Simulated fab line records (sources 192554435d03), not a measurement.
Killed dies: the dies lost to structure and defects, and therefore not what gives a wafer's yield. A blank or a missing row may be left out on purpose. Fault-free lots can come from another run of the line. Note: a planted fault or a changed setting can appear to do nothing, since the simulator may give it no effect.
Which tool was responsible? ; flow n5_finfet ; 10 lots, 30 wafers sampled, at 5 steps of a route of 1938

## WHAT THE GAUGES READ, wafer by wafer
N5_BEOL_M4_RC_MEAS_101.
lot;measured;on;DIBL_N (mV/V)
L485;day 9 10:38;prober-02;37.8 42.0 34.8
L484;day 9 11:10;prober-01;39.2 37.5 33.2
L486;day 10 02:23;prober-02;37.3 33.2 34.2
L491;day 10 21:10;prober-01;35.9 37.0 38.1
L492;day 10 22:46;prober-01;36.2 36.9 35.3
L493;day 11 09:17;prober-02;36.3 37.3 36.5
L497;day 12 08:23;prober-01;35.5 33.3 35.3
L501;day 13 05:08;prober-02;36.2 36.8 35.7
L506;day 14 07:49;prober-02;38.0 39.0 37.8
L507;day 14 16:10;prober-01;37.0 36.8 38.7

## WHAT TOOL EACH LOT RAN ON (gives the tool, then ch and the chambers of the sampled wafers, and finally the start)
lot;N5_BEOL_M4_ETCHBACK_99;N5_BEOL_M4_CVD_47;N5_BEOL_M4_ANNEAL_87;N5_BEOL_M4_SPUTTER_88
L485;rie_diel-05 ch 2,3, day 9 05:08;cvd_co-01 ch 0,1,2, day 9 07:22;pvd_sputter-01, day 9 08:20;pvd_sputter-01, day 9 08:29
L484;rie_diel-04 ch 0,3, day 9 06:30;cvd_co-02 ch 0,2, day 9 07:46;pvd_sputter-02, day 9 08:46;pvd_sputter-02, day 9 08:54
L486;rie_diel-04 ch 0,1,3, day 9 21:50;cvd_co-02 ch 0,1,2, day 9 23:04;pvd_sputter-03, day 10 00:04;pvd_sputter-03, day 10 00:13
L491;rie_diel-04 ch 1,2,3, day 10 15:50;cvd_co-02 ch 0,1,2, day 10 17:35;pvd_sputter-03, day 10 18:36;pvd_sputter-03, day 10 18:44
L492;rie_diel-05 ch 0,1,2, day 10 15:53;cvd_co-02 ch 0,2, day 10 17:43;pvd_sputter-01, day 10 20:20;pvd_sputter-01, day 10 20:29
L493;rie_diel-02 ch 0,1,3, day 11 02:54;cvd_co-02 ch 0,1, day 11 04:37;pvd_sputter-01, day 11 07:01;pvd_sputter-01, day 11 07:09
L497;rie_diel-02 ch 0,2,3, day 12 01:15;cvd_co-01 ch 0,1,2, day 12 03:19;pvd_sputter-02, day 12 05:40;pvd_sputter-02, day 12 05:48
L501;rie_diel-02 ch 0,1,2, day 12 23:23;cvd_co-01 ch 1,2, day 13 02:05;pvd_sputter-02, day 13 03:01;pvd_sputter-02, day 13 03:10
L506;rie_diel-02 ch 1,2, day 14 01:47;cvd_co-01 ch 0,2, day 14 03:19;pvd_sputter-01, day 14 04:35;pvd_sputter-01, day 14 04:43
L507;rie_diel-04 ch 0,3, day 14 10:53;cvd_co-01 ch 1,2, day 14 12:47;pvd_sputter-02, day 14 13:44;pvd_sputter-02, day 14 13:52
- N5_BEOL_M4_ETCHBACK_99: etches SiO2 in CHF3, target depth 5 nm, time 10.4 s.
- N5_BEOL_M4_CVD_47: deposits Co from CCTBA/H2, target thk 3 nm, time 223.8 s.
- N5_BEOL_M4_ANNEAL_87: time 240 s.
- N5_BEOL_M4_SPUTTER_88: material Cu, target thk 4.5 nm, time 8.29 s.

## THE ANSWER, worked out from the rows above alone
Rule: what is usual is taken from the lots themselves. Put in order of their means at a reading, lots are off if they are a third of the lots or fewer, leave a main group of 4 or more, and stand apart from it by a gap of 3 or more times the standard deviation of the main group's means; of several such gaps the widest counts. A main group is skipped when, at the precision printed for the reading in the tables above, its means are all equal. A lot without any number at a reading at which 4 lots or more have one is off too. The other lots that the step has rows for count as sound.
No lot is off on any of the readings shown, so nothing can be concluded from this.

## WHAT THE SIMULATOR HAD INSERTED
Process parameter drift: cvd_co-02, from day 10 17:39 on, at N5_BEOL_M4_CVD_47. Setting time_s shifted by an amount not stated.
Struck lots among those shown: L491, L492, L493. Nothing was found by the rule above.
